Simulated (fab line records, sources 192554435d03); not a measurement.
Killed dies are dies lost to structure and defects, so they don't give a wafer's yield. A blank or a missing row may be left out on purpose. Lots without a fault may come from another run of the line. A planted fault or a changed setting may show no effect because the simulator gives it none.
fab line records | flow n5_finfet
record lots=5 wafers=15 last_day=19
route steps=1938 shown STI_FIN_REVEAL@211 DUMMY_GATE@212
lots that met no fault: from a run of the same line without faults
start_h: hours from the record's first day to the start of the lot's first wafer shown | wait_h: hours since the lot's step before | " the same as in the row above | L1.1+2: a row that stands for several wafers | - no value, or no start given | * or withheld: withheld | < > ~ a bound
route shown NAME@n: a module of which the file shows steps, and the number in the route of the first | usual: mean/standard deviation of fault-free wafers | same: alike in all rows | chamber/n: place in a boat | sites: the reading at each site | _std_site: their standard deviation | _edge_site: outer sites' mean less inner sites' | radius_mm: how far each site lies from the wafer's centre | mask NAME#n: copy n | behind: the tool/chamber that last shaped the wafer | hold: why the lot was held/for how many hours/how that ended | device: the transistor (n, p or np) that didn't switch | end of line: the same wafers' tests at the end of the route | a step without rows: its recipe alone | killed: dies lost to structure and defects at the first sort, not the wafer's yield | map: a wafer's dies, x killed, . not, _ none there
set.NAME: the setting as run; set.NAME@STEP: as run at that earlier step | model.NAME: the simulator's own value behind a step, which no gauge read
lots at some steps of the route; a table a step, a row a wafer
services: from which hour (start_h, from the record's first day; less than 0 if before it) a tool's chamber was out of use, for how many hours, and why
## steps
# step N5_STI_FIN_REVEAL_INSPECT_13
# recipe inspect_instrument=darkfield mode=post_clean
# usual raw_defect_count=12/4.6
# columns lot.wafer tool chamber start_h wait_h raw_defect_count
L082.1 defect_inspect-02 - 86.05 0.0 14
L082.4 " - " " 11
L082.6 " - " " 7
L084.1 defect_inspect-01 - 97.13 0.0 6
L084.3 " - " " 21
L084.6 " - " " 13
L089.1 defect_inspect-01 - 128.83 0.0 12
L089.4 " - " " 18
L089.6 " - " " 22
L091.2 defect_inspect-01 - 138.34 0.0 15
L091.4 " - " " 6
L091.5 " - " " 8
L092.3 defect_inspect-01 - 145.15 0.0 14
L092.4 " - " " 13
L092.5 " - " " 28
# step N5_DUMMY_GATE_PRECLEAN_00
# recipe chemistry=O3/DIW time_s=60 temp_c=22 o3_ppm=10
# columns lot.wafer tool chamber start_h wait_h
L082.1+4+6 wet_bench-01 6,1,7 86.08 0.0
L084.1+3+6 wet_bench-02 1,7,3 97.15 0.0
L089.1+4+6 wet_bench-02 6,1,4 128.85 0.0
L091.2+4+5 wet_bench-02 2,0,6 138.37 0.0
L092.3+4+5 wet_bench-01 5,7,1 145.18 0.0
# step N5_DUMMY_GATE_SRD_01
# recipe time_s=30 temp_c=23 rinse_liquid=diw dry=ipa_marangoni
# columns lot.wafer tool chamber start_h wait_h
L082.1+4+6 wet_bench-01 6,1,7 86.10 0.0
L084.1+3+6 wet_bench-02 1,7,3 97.17 0.0
L089.1+4+6 wet_bench-02 6,1,4 128.87 0.0
L091.2+4+5 wet_bench-02 2,0,6 138.39 0.0
L092.3+4+5 wet_bench-01 5,7,1 145.19 0.0
# step N5_DUMMY_GATE_ALD_02
# recipe material=SiO2 target_thk_a=20 temp_c=300 ald_precursor_family=BDEAS ald_co_reactant=O2-plasma pulse_time_s=1 pressure_torr=2
# usual heater_power_w=490/56 precursor_pulse_height_rel=0.998/0.02
# columns lot.wafer tool chamber start_h wait_h heater_power_w precursor_pulse_height_rel
L082.1 ald_sin-01 2 86.36 0.2 409 0.972
L082.4 " 3 " " 477 0.965
L082.6 " 3 " " 462 1.012
L084.1 ald_sin-01 2 97.22 0.0 408 1.010
L084.3 " 3 " " 476 0.983
L084.6 " 3 " " 486 0.977
L089.1 ald_sin-04 1 128.92 0.0 431 1.026
L089.4 " 0 " " 494 0.966
L089.6 " 1 " " 429 0.973
L091.2 ald_sin-02 1 138.43 0.0 475 0.986
L091.4 " 0 " " 479 0.983
L091.5 " 1 " " 478 0.998
L092.3 ald_sin-04 3 145.24 0.0 457 0.981
L092.4 " 0 " " 485 0.977
L092.5 " 3 " " 459 0.996
# step N5_DUMMY_GATE_CVD_03
# recipe material=a-Si target_thk_a=1500 temp_c=530 precursor=SiH4 time_s=8042
# usual zone_power_lower_pct=6.8/0.41
# columns lot.wafer tool chamber start_h wait_h zone_power_lower_pct
L082.1 lpcvd-01 0/40 86.46 0.1 6.7
L082.4 " 0/54 " " 6.7
L082.6 " 0/64 " " 6.7
L084.1 lpcvd-01 1/65 97.32 0.1 6.2
L084.3 " 1/75 " " 6.2
L084.6 " 1/89 " " 6.2
L089.1 lpcvd-01 0/15 129.02 0.1 6.7
L089.4 " 0/29 " " 6.7
L089.6 " 0/39 " " 6.7
L091.2 lpcvd-01 1/20 138.54 0.1 6.2
L091.4 " 1/29 " " 6.2
L091.5 " 1/34 " " 6.2
L092.3 lpcvd-02 0/100 145.35 0.1 7.3
L092.4 " 0/104 " " 7.3
L092.5 " 0/109 " " 7.3
# step N5_DUMMY_GATE_PRECLEAN_46
# recipe chemistry=DIW time_s=89.5 temp_c=23
# columns lot.wafer tool chamber start_h wait_h
L082.1+4+6 wet_bench-06 5,0,1 90.23 0.1
L084.1+3+6 wet_bench-06 7,6,5 101.00 0.0
L089.1+4+6 wet_bench-01 7,2,0 132.70 0.0
L091.2+4+5 wet_bench-02 4,1,7 142.23 0.0
L092.3+4+5 wet_bench-06 0,7,6 149.02 0.0
# step N5_DUMMY_GATE_SRD_47
# recipe dry_time_s=32 dry=n2_spin spin_rpm=1500
# columns lot.wafer tool chamber start_h wait_h
L082.1+4+6 wet_bench-06 5,0,1 90.26 0.0
L084.1+3+6 wet_bench-06 7,6,5 101.03 0.0
L089.1+4+6 wet_bench-01 7,2,0 132.76 0.0
L091.2+4+5 wet_bench-02 4,1,7 142.26 0.0
L092.3+4+5 wet_bench-06 0,7,6 149.05 0.0
# step N5_DUMMY_GATE_CMP_04
# recipe material=a-Si post_cmp_clean=alkaline_brush
# usual motor_current_A=9.7/1.2 pad_life_wafers=979/650 time_to_endpoint_s=14.0/1.8
# columns lot.wafer tool chamber start_h wait_h motor_current_A pad_life_wafers time_to_endpoint_s
L082.4 cmp-03 2 90.29 0.0 12.3 1074 17.8
L082.1 " 3 " " 9.4 1075 15.5
L082.6 " 3 " " 10.2 - 14.8
L084.1 cmp-01 1 101.06 0.0 10.5 390 16.1
L084.3 " 0 " " 8.1 393 14.3
L084.6 " 2 " " 9.4 - 14.6
L089.1 cmp-03 3 132.83 0.1 9.6 1321 15.8
L089.4 " 0 " " 7.8 1322 14.5
L089.6 " 2 " " 11.9 - 19.3
L091.2 cmp-02 1 142.35 0.1 11.7 218 13.9
L091.4 " 2 " " 9.5 219 13.0
L091.5 " 0 " " 9.2 - 15.4
L092.3 cmp-02 1 149.08 0.0 11.4 270 14.3
L092.4 " 3 " " 9.1 272 15.3
L092.5 " 1 " " 10.7 - 15.5
# step N5_DUMMY_GATE_THK_MEAS_05
# usual thk_nm=72.0/0.9
# columns lot.wafer tool chamber start_h wait_h thk_nm
L082.1 film_metro-01 - 90.53 0.2 73.0
L082.4 " - " " 71.7
L082.6 " - " " 71.0
L084.1 film_metro-02 - 101.30 0.2 72.6
L084.3 " - " " 73.3
L084.6 " - " " 72.0
L089.1 film_metro-01 - 133.04 0.2 70.9
L089.4 " - " " 71.3
L089.6 " - " " 71.0
L091.2 film_metro-02 - 142.53 0.1 71.0
L091.4 " - " " 71.3
L091.5 " - " " 71.9
L092.3 film_metro-01 - 149.32 0.2 73.5
L092.4 " - " " 72.2
L092.5 " - " " 71.8
# step N5_DUMMY_GATE_HM_DEP_06
# recipe material=SiNx target_thk_a=800 precursor=DCS/NH3 temp_c=700 pressure_mtorr=300 time_s=5141
# usual pressure_mtorr=300.0/0.42 zone_power_lower_pct=11.0/0.57
# columns lot.wafer tool chamber start_h wait_h pressure_mtorr zone_power_lower_pct
L082.1 lpcvd-02 0/90 90.56 0.0 300.0 11.7
L082.4 " 0/104 " " 300.0 11.7
L082.6 " 0/114 " " 300.0 11.7
L084.1 lpcvd-02 0/90 101.33 0.0 300.2 11.6
L084.3 " 0/100 " " 300.2 11.6
L084.6 " 0/114 " " 300.2 11.6
L089.1 lpcvd-02 0/15 133.06 0.0 300.5 11.7
L089.4 " 0/29 " " 300.5 11.7
L089.6 " 0/39 " " 300.5 11.7
L091.2 lpcvd-01 0/95 142.56 0.0 299.9 10.8
L091.4 " 0/104 " " 299.9 10.8
L091.5 " 0/109 " " 299.9 10.8
L092.3 lpcvd-01 0/75 149.35 0.0 299.4 10.8
L092.4 " 0/79 " " 299.4 10.8
L092.5 " 0/84 " " 299.4 10.8
# step N5_DUMMY_GATE_PECVD_30
# recipe material=SiO2 target_thk_a=550 temp_c=400 precursor=TEOS/O2 pressure_torr=6.5 rf_w=withheld teos_flow_sccm=withheld gas=O2 flow_sccm=2650 time_s=10.8
# columns lot.wafer tool chamber start_h wait_h
L082.1+4+6 pecvd-01 0,2,1 94.50 0.0
L084.1+3+6 pecvd-03 1,2,0 105.28 0.0
L089.1+4+6 pecvd-04 2,0,1 137.01 0.0
L091.2+4+5 pecvd-04 1,2,0 146.50 0.0
L092.3+4+5 pecvd-03 2,2,0 153.29 0.0
# step N5_DUMMY_GATE_COAT_34
# recipe resist=SOC temp_c=250 time_s=60 spin_rpm=1500 resist_thk_nm=60
# usual resist_line_temp_C=22.99/0.1
# columns lot.wafer tool chamber start_h wait_h resist_line_temp_C
L082.1 litho_track-02 0 94.56 0.0 22.80
L082.4 " 0 " " 22.72
L082.6 " 0 " " 22.84
L084.1 litho_track-04 0 105.33 0.0 22.90
L084.3 " 0 " " 22.85
L084.6 " 0 " " 22.86
L089.1 litho_track-04 0 137.06 0.0 22.86
L089.4 " 0 " " 22.93
L089.6 " 0 " " 23.13
L091.2 litho_track-04 0 146.56 0.0 23.05
L091.4 " 0 " " 23.08
L091.5 " 0 " " 23.13
L092.3 litho_track-03 0 153.35 0.0 23.05
L092.4 " 0 " " 22.97
L092.5 " 0 " " 22.86
# step N5_DUMMY_GATE_COAT_35
# recipe resist=SiARC temp_c=220 time_s=60 spin_rpm=1500 resist_thk_nm=10
# usual resist_line_temp_C=23.00/0.1
# columns lot.wafer tool chamber start_h wait_h resist_line_temp_C
L082.1 litho_track-02 0 - - 23.07
L082.4 " 0 " " 23.20
L082.6 " 0 " " 23.05
L084.1 litho_track-04 0 - - 23.03
L084.3 " 0 " " 23.14
L084.6 " 0 " " 23.05
L089.1 litho_track-04 0 - - 23.02
L089.4 " 0 " " 23.06
L089.6 " 0 " " 22.83
L091.2 litho_track-04 0 - - 23.10
L091.4 " 0 " " 23.18
L091.5 " 0 " " 23.14
L092.3 litho_track-03 0 - - 22.90
L092.4 " 0 " " 23.05
L092.5 " 0 " " 22.91
# step N5_DUMMY_GATE_COAT_28
# recipe resist=underlayer temp_c=205 time_s=60 spin_rpm=1500 resist_thk_nm=10
# usual resist_line_temp_C=22.99/0.12
# columns lot.wafer tool chamber start_h wait_h resist_line_temp_C
L082.1 litho_track-02 0 - - 23.05
L082.4 " 0 " " 23.13
L082.6 " 0 " " 22.90
L084.1 litho_track-04 0 - - 22.76
L084.3 " 0 " " 22.62
L084.6 " 0 " " 22.87
L089.1 litho_track-04 0 - - 23.00
L089.4 " 0 " " 22.95
L089.6 " 0 " " 23.00
L091.2 litho_track-04 0 - - 23.13
L091.4 " 0 " " 23.26
L091.5 " 0 " " 22.93
L092.3 litho_track-03 0 - - 22.99
L092.4 " 0 " " 22.93
L092.5 " 0 " " 22.92
# step N5_DUMMY_GATE_COAT_09
# recipe resist=CAR-EUV spin_rpm=1500 resist_thk_nm=30
# usual resist_line_temp_C=22.98/0.098
# columns lot.wafer tool chamber start_h wait_h resist_line_temp_C
L082.1 litho_track-02 0 - - 22.92
L082.4 " 0 " " 22.97
L082.6 " 0 " " 22.97
L084.1 litho_track-04 0 - - 22.88
L084.3 " 0 " " 23.06
L084.6 " 0 " " 22.96
L089.1 litho_track-04 0 - - 23.07
L089.4 " 0 " " 23.05
L089.6 " 0 " " 22.97
L091.2 litho_track-04 0 - - 22.97
L091.4 " 0 " " 22.81
L091.5 " 0 " " 22.97
L092.3 litho_track-03 0 - - 23.01
L092.4 " 0 " " 22.97
L092.5 " 0 " " 23.03
# step N5_DUMMY_GATE_EBR_11
# recipe solvent=PGMEA ebr_width_mm=1.5
# usual resist_line_temp_C=23.01/0.11
# same ebr_width_mm=1.5
# columns lot.wafer tool chamber start_h wait_h resist_line_temp_C
L082.1 litho_track-02 0 - - 23.00
L082.4 " 0 " " 23.15
L082.6 " 0 " " 23.12
L084.1 litho_track-04 0 - - 23.06
L084.3 " 0 " " 23.06
L084.6 " 0 " " 23.11
L089.1 litho_track-04 0 - - 22.69
L089.4 " 0 " " 22.73
L089.6 " 0 " " 22.96
L091.2 litho_track-04 0 - - 23.00
L091.4 " 0 " " 23.15
L091.5 " 0 " " 22.99
L092.3 litho_track-03 0 - - 23.13
L092.4 " 0 " " 23.05
L092.5 " 0 " " 22.92
# step N5_DUMMY_GATE_SOFTBAKE_10
# recipe temp_c=110 time_s=60 resist=CAR-EUV
# usual resist_line_temp_C=23.02/0.13
# columns lot.wafer tool chamber start_h wait_h resist_line_temp_C
L082.1 litho_track-02 0 - - 22.92
L082.4 " 0 " " 23.07
L082.6 " 0 " " 23.08
L084.1 litho_track-04 0 - - 22.99
L084.3 " 0 " " 23.02
L084.6 " 0 " " 23.08
L089.1 litho_track-04 0 - - 22.97
L089.4 " 0 " " 22.98
L089.6 " 0 " " 23.05
L091.2 litho_track-04 0 - - 23.32
L091.4 " 0 " " 23.23
L091.5 " 0 " " 23.23
L092.3 litho_track-03 0 - - 22.87
L092.4 " 0 " " 23.00
L092.5 " 0 " " 22.98
# step N5_DUMMY_GATE_EXPOSE_12
# recipe mask_id=GATE na=0.33 source_shape=annular sigma_inner=0.2 sigma_outer=0.6 polarization=unpolarized target_cd_nm=25 dose_mj=34
# usual exposure_dose_mJ_cm2=34.2/0.35
# columns lot.wafer tool chamber start_h wait_h mask exposure_dose_mJ_cm2
L082.1 euv_scanner-02 0 94.82 - GATE#0 34.0
L082.4 " 0 " " GATE#0 33.9
L082.6 " 0 " " GATE#0 33.9
L084.1 euv_scanner-02 0 105.59 - GATE#0 33.9
L084.3 " 0 " " GATE#0 33.9
L084.6 " 0 " " GATE#0 33.9
L089.1 euv_scanner-02 0 137.20 - GATE#0 34.0
L089.4 " 0 " " GATE#0 33.9
L089.6 " 0 " " GATE#0 34.0
L091.2 euv_scanner-02 0 146.70 - GATE#0 33.9
L091.4 " 0 " " GATE#0 33.9
L091.5 " 0 " " GATE#0 33.9
L092.3 euv_scanner-02 0 153.53 - GATE#0 33.9
L092.4 " 0 " " GATE#0 33.9
L092.5 " 0 " " GATE#0 33.9
# step N5_DUMMY_GATE_PEB_13
# recipe peb_temp_c=100 peb_time_s=60 resist=CAR-EUV
# usual resist_line_temp_C=23.03/0.11
# columns lot.wafer tool chamber start_h wait_h resist_line_temp_C
L082.1 litho_track-02 0 94.88 0.1 22.81
L082.4 " 0 " " 23.01
L082.6 " 0 " " 22.90
L084.1 litho_track-04 0 105.65 0.1 23.06
L084.3 " 0 " " 23.17
L084.6 " 0 " " 23.04
L089.1 litho_track-04 0 137.26 0.1 22.95
L089.4 " 0 " " 23.03
L089.6 " 0 " " 23.05
L091.2 litho_track-03 0 146.76 0.0 23.09
L091.4 " 0 " " 23.11
L091.5 " 0 " " 23.10
L092.3 litho_track-04 0 153.58 0.0 23.08
L092.4 " 0 " " 23.01
L092.5 " 0 " " 22.98
# step N5_DUMMY_GATE_DEVELOP_14
# recipe develop_time_s=30 developer=TMAH resist=CAR-EUV rinse_liquid=surfactant_rinse dry=air_spin dev_temp_c=23
# usual resist_line_temp_C=22.99/0.093
# columns lot.wafer tool chamber start_h wait_h resist_line_temp_C
L082.1 litho_track-02 0 - - 22.96
L082.4 " 0 " " 22.91
L082.6 " 0 " " 23.12
L084.1 litho_track-04 0 - - 22.82
L084.3 " 0 " " 23.04
L084.6 " 0 " " 22.89
L089.1 litho_track-04 0 - - 23.12
L089.4 " 0 " " 22.82
L089.6 " 0 " " 23.06
L091.2 litho_track-03 0 - - 22.94
L091.4 " 0 " " 22.90
L091.5 " 0 " " 23.07
L092.3 litho_track-04 0 - - 22.97
L092.4 " 0 " " 23.07
L092.5 " 0 " " 23.01
# step N5_DUMMY_GATE_CD_MEAS_15
# recipe target_cd_nm=25.8 landing_energy_ev=500 detector=se_inlens
# usual cd_nm=25.00/0.23
# columns lot.wafer tool chamber start_h wait_h cd_nm
L082.1 cd_sem-02 0 94.95 - 24.76
L082.4 " 0 " " 25.29
L082.6 " 0 " " 25.22
L084.1 cd_sem-01 0 105.72 - 25.07
L084.3 " 0 " " 25.06
L084.6 " 0 " " 24.93
L089.1 cd_sem-02 0 137.33 - 24.93
L089.4 " 0 " " 24.87
L089.6 " 0 " " 25.25
L091.2 cd_sem-02 0 146.83 - 25.49
L091.4 " 0 " " 25.27
L091.5 " 0 " " 25.02
L092.3 cd_sem-01 0 153.65 - 24.61
L092.4 " 0 " " 25.00
L092.5 " 0 " " 25.48
# step N5_DUMMY_GATE_OVL_MEAS_16
# recipe points_per_wafer=522
# usual GATE_OVL=0.0/0.69
# columns lot.wafer tool chamber start_h wait_h GATE_OVL[nm]
L082.1 overlay-01 0 94.99 0.0 -0.4
L082.4 " 0 " " 1.3
L082.6 " 0 " " 1.0
L084.1 overlay-01 0 105.76 0.0 0.0
L084.3 " 0 " " 0.9
L084.6 " 0 " " -0.3
L089.1 overlay-02 0 137.37 0.0 0.0
L089.4 " 0 " " 0.4
L089.6 " 0 " " -0.4
L091.2 overlay-01 0 146.87 0.0 0.4
L091.4 " 0 " " 0.6
L091.5 " 0 " " 0.2
L092.3 overlay-01 0 153.70 0.0 -0.7
L092.4 " 0 " " -0.5
L092.5 " 0 " " -0.8
# step N5_DUMMY_GATE_INSPECT_17
# recipe mode=adi inspect_instrument=brightfield
# usual raw_defect_count=173/45
# columns lot.wafer tool chamber start_h wait_h raw_defect_count
L082.1 defect_inspect-02 - 95.05 0.1 131
L082.4 " - " " 144
L082.6 " - " " 194
L084.1 defect_inspect-01 - 105.82 0.1 180
L084.3 " - " " 147
L084.6 " - " " 164
L089.1 defect_inspect-02 - 137.43 0.1 151
L089.4 " - " " 220
L089.6 " - " " 192
L091.2 defect_inspect-01 - 146.92 0.0 132
L091.4 " - " " 153
L091.5 " - " " 225
L092.3 defect_inspect-01 - 153.74 0.0 206
L092.4 " - " " 221
L092.5 " - " " 178
# step N5_DUMMY_GATE_DESCUM_20
# recipe chemistry=O2 time_s=6.2 source_power_w=50 bias_power_w=20 pressure_mtorr=20 rf_frequency_hz=2.712e+07 temp_c=40 resist=CAR-EUV o2_flow_sccm=225
# usual chamber_pressure_mTorr=20.000/0.021 drypump_motor_current_A=5.7/0.46 oes_product_au=0.79/0.097 rf_vpp_V=243.0/1.5 showerhead_plenum_p_Torr=2.09/0.075 throttle_valve_pct=20.48/0.2
# columns lot.wafer tool chamber start_h wait_h chamber_pressure_mTorr drypump_motor_current_A oes_product_au rf_hours_counter_h rf_vpp_V showerhead_plenum_p_Torr throttle_valve_pct
L082.1 rie_diel-03 2 95.08 0.0 20.004 5.3 0.72 210 240.8 1.99 20.61
L082.4 " 2 " " 19.995 5.3 0.72 - 243.4 1.99 20.60
L082.6 " 0 " " 19.993 4.7 0.90 - 244.3 2.06 20.16
L084.1 rie_diel-02 3 105.85 0.0 19.948 5.8 0.81 68 241.9 2.03 20.70
L084.3 " 2 " " 19.993 6.0 0.75 141 244.3 2.20 20.52
L084.6 " 2 " " 20.012 6.0 0.75 - 245.1 2.20 20.54
L089.1 rie_diel-06 3 137.46 0.0 19.992 5.4 0.70 193 242.4 2.07 20.61
L089.4 " 1 " " 20.011 5.6 0.71 201 243.6 2.17 20.85
L089.6 " 2 " " 19.994 6.5 0.75 - 240.3 2.01 20.26
L091.2 rie_diel-02 3 146.96 0.0 19.997 5.8 0.79 81 241.8 2.03 20.73
L091.4 " 1 " " 19.995 6.3 0.93 14 243.7 2.14 20.16
L091.5 " 1 " " 20.015 6.3 0.93 - 242.6 2.14 20.17
L092.3 rie_diel-03 1 153.78 0.0 19.986 6.0 0.72 211 245.2 2.16 20.52
L092.4 " 2 " " 19.999 5.3 0.70 230 241.4 1.98 20.61
L092.5 " 3 " " 19.995 5.5 0.97 - 246.2 2.24 20.23
# step N5_DUMMY_GATE_ETCH_29
# recipe chemistry=N2/H2 target=underlayer target_depth_a=130 ion_energy_ev=200 pressure_mtorr=30 source_w=840 bias_w=150 n2_flow_sccm=200 h2_flow_sccm=200
# usual chamber_pressure_mTorr=29.996/0.028 drypump_motor_current_A=5.7/0.47 oes_product_au=0.79/0.095 rf_vpp_V=523.6/2.6 showerhead_plenum_p_Torr=2.53/0.087 throttle_valve_pct=17.91/0.23
# columns lot.wafer tool chamber start_h wait_h chamber_pressure_mTorr drypump_motor_current_A oes_product_au rf_hours_counter_h rf_vpp_V showerhead_plenum_p_Torr throttle_valve_pct
L082.1 rie_diel-03 2 95.15 0.0 29.969 5.3 0.72 210 520.2 2.41 18.04
L082.4 " 2 " " 30.047 5.3 0.71 - 520.6 2.41 18.04
L082.6 " 0 " " 29.976 4.8 0.89 - 522.2 2.50 17.54
L084.1 rie_diel-02 3 105.92 0.0 30.055 5.8 0.82 68 522.3 2.48 18.13
L084.3 " 2 " " 29.995 6.0 0.76 141 526.1 2.65 17.83
L084.6 " 2 " " 29.983 6.0 0.76 - 527.5 2.64 17.84
L089.1 rie_diel-06 3 137.53 0.0 29.954 5.5 0.70 193 522.6 2.53 18.13
L089.4 " 1 " " 29.990 5.6 0.72 201 527.8 2.63 18.28
L089.6 " 2 " " 29.996 6.4 0.77 - 519.5 2.43 17.64
L091.2 rie_diel-02 3 147.02 0.0 29.971 5.8 0.81 81 521.3 2.47 18.16
L091.4 " 1 " " 29.974 6.4 0.92 14 525.1 2.59 17.65
L091.5 " 1 " " 29.992 6.3 0.92 - 524.9 2.59 17.64
L092.3 rie_diel-03 1 153.84 0.0 29.947 6.0 0.72 211 525.4 2.62 18.10
L092.4 " 2 " " 29.988 5.3 0.71 230 518.8 2.40 18.09
L092.5 " 3 " " 30.005 5.5 0.94 - 529.6 2.72 17.63
# step N5_DUMMY_GATE_ETCH_36
# recipe chemistry=CF4 target=SiARC target_depth_a=130 pressure_mtorr=40 source_w=545 bias_w=36 Ar_flow_sccm=100 cf4_flow_sccm=100 ion_energy_ev=80
# usual chamber_pressure_mTorr=40.00/0.04 drypump_motor_current_A=5.7/0.47 oes_product_au=0.79/0.096 rf_vpp_V=184.1/1.2 showerhead_plenum_p_Torr=2.14/0.072 throttle_valve_pct=15.66/0.23
# columns lot.wafer tool chamber start_h wait_h chamber_pressure_mTorr drypump_motor_current_A oes_product_au rf_hours_counter_h rf_vpp_V showerhead_plenum_p_Torr throttle_valve_pct
L082.1 rie_diel-03 2 95.19 0.0 39.97 5.3 0.73 210 181.9 2.03 15.80
L082.4 " 2 " " 40.00 5.3 0.72 - 183.1 2.03 15.80
L082.6 " 0 " " 40.04 4.7 0.89 - 183.7 2.11 15.33
L084.1 rie_diel-02 3 105.96 0.0 39.96 5.8 0.82 68 182.6 2.09 15.88
L084.3 " 2 " " 40.00 6.0 0.77 141 184.5 2.24 15.68
L084.6 " 2 " " 39.99 6.0 0.77 - 185.3 2.24 15.69
L089.1 rie_diel-06 3 137.57 0.0 40.03 5.5 0.70 193 183.7 2.13 15.89
L089.4 " 1 " " 40.05 5.6 0.71 201 184.4 2.21 16.01
L089.6 " 2 " " 40.03 6.4 0.76 - 184.2 2.06 15.44
L091.2 rie_diel-02 3 147.06 0.0 40.01 5.8 0.80 81 182.9 2.08 15.92
L091.4 " 1 " " 40.01 6.3 0.91 14 184.0 2.19 15.29
L091.5 " 1 " " 40.03 6.3 0.91 - 183.4 2.19 15.29
L092.3 rie_diel-03 1 153.88 0.0 40.05 6.1 0.72 211 184.3 2.20 15.71
L092.4 " 2 " " 39.97 5.3 0.70 230 182.7 2.03 15.84
L092.5 " 3 " " 39.91 5.5 0.94 - 187.1 2.28 15.33
# step N5_DUMMY_GATE_ETCH_37
# recipe chemistry=N2/H2 target=SOC target_depth_a=600 overetch_a=300 temp_c=40 ion_energy_ev=200 pressure_mtorr=30 source_w=840 bias_w=150 n2_flow_sccm=200 h2_flow_sccm=200
# usual chamber_pressure_mTorr=29.999/0.028 drypump_motor_current_A=5.7/0.46 oes_product_au=0.62/0.073 rf_vpp_V=523.7/2.6 showerhead_plenum_p_Torr=2.53/0.087 throttle_valve_pct=17.84/0.23
# columns lot.wafer tool chamber start_h wait_h chamber_pressure_mTorr drypump_motor_current_A oes_product_au rf_hours_counter_h rf_vpp_V showerhead_plenum_p_Torr throttle_valve_pct
L082.1 rie_diel-03 2 95.23 0.0 29.993 5.3 0.58 210 519.3 2.41 17.99
L082.4 " 2 " " 29.983 5.3 0.58 - 520.6 2.41 17.99
L082.6 " 0 " " 29.977 4.7 0.72 - 522.8 2.50 17.48
L084.1 rie_diel-02 3 106.00 0.0 29.962 5.8 0.64 68 521.4 2.48 18.06
L084.3 " 2 " " 30.003 6.0 0.60 141 527.0 2.65 17.75
L084.6 " 2 " " 29.997 6.0 0.60 - 528.0 2.64 17.75
L089.1 rie_diel-06 3 137.61 0.0 30.014 5.5 0.56 193 523.6 2.53 18.07
L089.4 " 1 " " 30.026 5.6 0.57 201 526.9 2.63 18.22
L089.6 " 2 " " 30.029 6.5 0.60 - 520.0 2.43 17.56
L091.2 rie_diel-02 3 147.10 0.0 30.002 5.8 0.63 81 522.7 2.47 18.10
L091.4 " 1 " " 30.003 6.3 0.73 14 523.9 2.59 17.59
L091.5 " 1 " " 29.965 6.3 0.73 - 524.2 2.59 17.61
L092.3 rie_diel-03 1 153.92 0.0 29.997 6.0 0.57 211 525.0 2.62 18.04
L092.4 " 2 " " 30.009 5.3 0.57 230 519.3 2.40 18.02
L092.5 " 3 " " 30.035 5.5 0.75 - 527.3 2.72 17.54
# step N5_DUMMY_GATE_STRIP_38
# recipe chemistry=N2/H2 temp_c=40 n2_flow_sccm=200 h2_flow_sccm=200 rf_frequency_hz=6e+07
# columns lot.wafer tool chamber start_h wait_h
L082.1+4+6 rie_diel-03 2,2,0 95.27 0.0
L084.1+3+6 rie_diel-02 3,2,2 106.04 0.0
L089.1+4+6 rie_diel-06 3,1,2 137.65 0.0
L091.2+4+5 rie_diel-02 3,1,1 147.14 0.0
L092.3+4+5 rie_diel-03 1,2,3 153.96 0.0
# step N5_DUMMY_GATE_STRIP_39
# recipe chemistry=N2/H2 temp_c=40 n2_flow_sccm=200 h2_flow_sccm=200 rf_frequency_hz=6e+07
# columns lot.wafer tool chamber start_h wait_h
L082.1+4+6 rie_diel-03 2,2,0 95.28 0.0
L084.1+3+6 rie_diel-02 3,2,2 106.05 0.0
L089.1+4+6 rie_diel-06 3,1,2 137.66 0.0
L091.2+4+5 rie_diel-02 3,1,1 147.15 0.0
L092.3+4+5 rie_diel-03 1,2,3 153.97 0.0
# step N5_DUMMY_GATE_TRIM_49
# recipe chemistry=O2 resist=SOC time_s=29 target_cd_nm=14 source_power_w=300 bias_power_w=0 O2_flow_sccm=100 temp_c=20
# usual O2_flow_sccm=100.00/0.3 chamber_pressure_mTorr=60.00/0.056 drypump_motor_current_A=5.8/0.5 oes_product_au=0.995/0.019 throttle_valve_pct=8.12/0.17
# columns lot.wafer tool chamber start_h wait_h O2_flow_sccm chamber_pressure_mTorr drypump_motor_current_A oes_product_au rf_hours_counter_h throttle_valve_pct
L082.1 rie_si-03 2 95.31 0.0 99.93 60.05 5.8 0.985 123 8.16
L082.4 " 3 " " 100.13 60.13 5.5 0.981 95 8.01
L082.6 " 0 " " 99.78 60.00 5.0 0.982 - 8.13
L084.1 rie_si-03 3 106.08 0.0 100.19 60.06 5.5 0.994 95 8.03
L084.3 " 1 " " 100.14 59.92 6.7 0.987 141 8.22
L084.6 " 1 " " 99.99 60.05 6.7 0.992 - 8.19
L089.1 rie_si-03 2 137.69 0.0 100.52 59.93 5.8 0.979 124 8.15
L089.4 " 2 " " 100.12 60.00 5.8 0.977 - 8.16
L089.6 " 1 " " 99.78 60.04 6.6 0.987 - 8.20
L091.2 rie_si-06 3 147.18 0.0 99.79 60.00 6.0 0.976 182 8.52
L091.4 " 0 " " 100.78 59.96 5.8 0.975 12 7.90
L091.5 " 0 " " 100.56 59.91 5.8 0.989 - 7.88
L092.3 rie_si-06 3 154.00 0.0 99.84 59.95 6.0 0.962 183 8.55
L092.4 " 1 " " 100.25 60.00 5.7 1.029 180 8.30
L092.5 " 0 " " 99.38 59.96 5.8 0.987 - 7.89
## services
# columns tool chamber start_h hours kind
ald_sin-02 - 68.15 0.8 repair
rie_si-06 1 78.48 1.5 repair
euv_scanner-02 - 78.98 4.6 pm
cmp-02 - 84.72 3.1 pm
ald_sin-02 - 85.54 14.0 pm
rie_diel-02 1 86.29 - clean
rie_diel-02 1 86.29 - consumable_replace:focus_ring
rie_diel-02 1 86.29 15.5 scheduled_down
rie_diel-02 1 86.29 15.5 vent_cycle
euv_scanner-02 - 87.91 4.1 repair
rie_diel-03 1 92.93 14.9 repair
rie_diel-02 0 102.04 - clean
rie_diel-02 0 102.04 - consumable_replace:focus_ring
rie_diel-02 0 102.04 16.1 scheduled_down
rie_diel-02 0 102.04 16.1 vent_cycle
cmp-03 - 113.28 7.0 pm
euv_scanner-02 - 113.53 1.0 pm
cmp-02 - 113.89 4.0 pm
rie_si-03 0 120.10 18.1 repair
ald_sin-02 1 121.26 3.1 repair
rie_diel-06 2 125.76 11.1 repair
pecvd-04 - 125.78 0.8 pm
cmp-01 - 141.80 2.4 repair
rie_diel-03 1 145.19 1.6 repair
## key
fault none
